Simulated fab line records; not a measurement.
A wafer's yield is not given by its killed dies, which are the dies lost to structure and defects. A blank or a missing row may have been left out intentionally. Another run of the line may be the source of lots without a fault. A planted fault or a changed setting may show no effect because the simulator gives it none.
What tool caused it?	flow nand harc	Sampling: 14 lots, 42 wafers, 6 of 1159 route steps

== WHAT EACH GAUGE READ, for each wafer ==
NHARC_A_ZERO_WELL_INSPECT_17.
lot	measured	on	raw defect count
L834	day 6 14:28	defect inspect-01	4 4 9
L836	day 7 01:08	defect inspect-02	6 13 10
L835	day 7 01:24	defect inspect-01	7 12 7
L837	day 7 11:15	defect inspect-02	4 27 13
L838	day 7 18:36	defect inspect-02	3 7 10
L839	day 7 19:07	defect inspect-01	9 8 14
L841	day 8 09:52	defect inspect-02	7 7 15
L843	day 8 21:01	defect inspect-01	7 10 21
L850	day 10 14:10	defect inspect-02	16 3 14
L852	day 10 23:55	defect inspect-01	19 21 8
L853	day 11 01:10	defect inspect-02	3 7 5
L855	day 11 21:22	defect inspect-02	4 5 3
L857	day 11 22:13	defect inspect-01	3 6 7
L856	day 11 22:47	defect inspect-01	1 7 2

NHARC_A_ONON_D1_THK_MEAS_27: measures by ellipsometry.
lot	measured	on	thk nm (nm)
L834	day 7 21:16	film metro-02	998 996 998
L836	day 8 10:43	film metro-02	1017 1017 1016
L835	day 8 10:43	film metro-02	1006 1002 1004
L837	day 8 20:59	film metro-01	1014 1014 1012
L838	day 9 02:41	film metro-01	1003 1003 1001
L839	day 9 02:42	film metro-01	1013 1012 1011
L841	day 9 17:12	film metro-01	992 991 992
L843	day 10 08:49	film metro-02	996 995 997
L850	day 11 22:19	film metro-01	1609 1610 1610 1607 1609 1609
L852	day 12 09:42	film metro-02	1626 1626 1626 1627 1626 1629
L853	day 12 09:44	film metro-01	1010 1008 1010
L855	day 13 06:00	film metro-02	998 996 998
L857	day 13 06:08	film metro-01	988 986 988
L856	day 13 06:21	film metro-02	1003 1005 1004

NHARC_A_CHANNEL_HOLE_D1_INSPECT_12.
lot	measured	on	raw defect count
L834	day 8 03:05	defect inspect-02	4 7 5
L836	day 8 15:23	defect inspect-01	3 2 3
L835	day 8 16:33	defect inspect-02	4 0 1
L837	day 9 02:25	defect inspect-02	6 6 3
L838	day 9 06:56	defect inspect-02	6 2 3
L839	day 9 07:07	defect inspect-01	7 5 5
L841	day 9 21:16	defect inspect-02	5 2 7
L843	day 10 14:37	defect inspect-02	8 10 11
L853	day 12 13:47	defect inspect-02	7 3 9
L855	day 13 10:07	defect inspect-01	5 1 1
L857	day 13 10:18	defect inspect-01	4 7 6
L856	day 13 12:08	defect inspect-02	9 7 7

NHARC_END_SORT_01.
lot	measured	on	defect limited yield (%)	killed at array	killed at other	killed at periphery	killed dies	killed open	killed short	sort_bin_2_pct (%)	sort_bin_3_pct (%)	sort_bin_4_pct (%)	sort n pass	sort rim yield pct (%)	sort yield pct (%)
L857	day 25 00:52	prober-02	96.0 94.7 96.5	23 34 22	1 1 1	3 1 1	27 36 24	3 5 3	2 2 0	0.9 2.2 1.0	0.30 0.30 0	2.8 2.8 2.5	650 641 653	98.1 97.2 100.0	96.0 94.7 96.5

== WHICH TOOL RAN EACH LOT (tool, then ch and the chambers of the sampled wafers, then the start) ==
lot	NHARC_P_BONDPAD_DEGAS_25	NHARC_A_ONON_D1_DEP_25
L834	pvd sputter-03, day 6 10:04	pecvd onon-01 ch 0, day 7 20:46
L836	pvd sputter-01, day 6 20:30	pecvd onon-01 ch 0, day 8 10:16
L835	pvd sputter-02, day 6 20:55	pecvd onon-02 ch 0, day 8 10:12
L837	pvd sputter-03, day 7 06:49	pecvd onon-02 ch 0, day 8 20:28
L838	pvd sputter-01, day 7 13:59	pecvd onon-02 ch 0, day 9 02:22
L839	pvd sputter-03, day 7 14:38	pecvd onon-01 ch 0, day 9 02:11
L841	pvd sputter-03, day 8 05:27	pecvd onon-03 ch 0, day 9 16:41
L843	pvd sputter-01, day 8 16:37	pecvd onon-02 ch 0, day 10 08:26
L850	pvd sputter-02, day 10 09:44	pecvd onon-02 ch 0, day 11 21:49
L852	pvd sputter-03, day 10 19:26	pecvd onon-02 ch 0, day 12 09:14
L853	pvd sputter-03, day 10 20:52	pecvd onon-03 ch 0, day 12 09:12
L855	pvd sputter-01, day 11 16:56	pecvd onon-01 ch 0, day 13 05:29
L857	pvd sputter-03, day 11 17:47	pecvd onon-03 ch 0, day 13 05:44
L856	pvd sputter-01, day 11 18:21	pecvd onon-01 ch 0, day 13 05:54
- NHARC_P_BONDPAD_DEGAS_25: time 60 s.
- NHARC_A_ONON_D1_DEP_25: target thk 1000 nm.

== AS READ BY THE TOOLS THEMSELVES (means over the sampled wafers that have a number; for cases with no such wafer, the mark the record gives instead) ==
NHARC_P_BONDPAD_DEGAS_25.
lot	tool	heater power w (W)
L834	pvd sputter-03	435
L836	pvd sputter-01	451
L835	pvd sputter-02	493
L837	pvd sputter-03	432
L838	pvd sputter-01	436
L839	pvd sputter-03	434
L841	pvd sputter-03	427
L843	pvd sputter-01	458
L850	pvd sputter-02	476
L852	pvd sputter-03	434
L853	pvd sputter-03	421
L855	pvd sputter-01	455
L857	pvd sputter-03	434
L856	pvd sputter-01	434

NHARC_A_ONON_D1_DEP_25.
lot	tool	nh3 flow sccm (sccm)
L834	pecvd onon-01	497.0
L836	pecvd onon-01	499.0
L835	pecvd onon-02	497.9
L837	pecvd onon-02	499.7
L838	pecvd onon-02	498.5
L839	pecvd onon-01	500.2
L841	pecvd onon-03	498.0
L843	pecvd onon-02	500.4
L850	pecvd onon-02	497.9
L852	pecvd onon-02	500.0
L853	pecvd onon-03	499.6
L855	pecvd onon-01	500.2
L857	pecvd onon-03	498.6
L856	pecvd onon-01	499.5

== THE ANSWER, worked out from the rows above alone ==
Rule: the usual values come from the lots themselves. Put in order of their means at a reading, lots are off if they are a third of the lots or fewer, leave a main group of 4 or more, and stand apart from it by a gap of 3 or more times the standard deviation of the main group's means; of several such gaps the widest counts. A main group is skipped when, at the precision printed for the reading in the tables above, its means are all equal. Also off: a lot with no number at a reading for which 4 or more lots have one. Where the step has rows for the other lots, those lots are counted as sound. Order of review: gauges by route order, followed by the tools' own readings, for which a lot's mean as printed above is used. The first step at which some lot is off is used, and at that step the reading that is off furthest; a lot without a number counts as furthest.
Off at NHARC_A_ONON_D1_THK_MEAS_27 (thk nm): L850, L852. For the main group the mean is 1003 nm and the standard deviation 8.7.
A tool fits if, at a process step before that reading, it ran every lot that is off, and no sound lot after the first of them. Gauges at NHARC_A_ONON_D1_THK_MEAS_27: tried the same way as those tools. One fits: pecvd onon-02 at NHARC_A_ONON_D1_DEP_25. A fault onset in the window from L843 (day 10 08:26, its last sound lot) to L850 (day 11 21:49, its first lot off) fits.

== WHAT HAD BEEN PUT IN BY THE SIMULATOR ==
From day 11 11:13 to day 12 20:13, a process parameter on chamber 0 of pecvd onon-02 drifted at NHARC_A_ONON_D1_DEP_25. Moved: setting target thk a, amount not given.
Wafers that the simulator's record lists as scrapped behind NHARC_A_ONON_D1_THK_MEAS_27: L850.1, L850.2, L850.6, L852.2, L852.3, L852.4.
Lots struck among those shown: L850, L852. The rule given above showed the same thing.
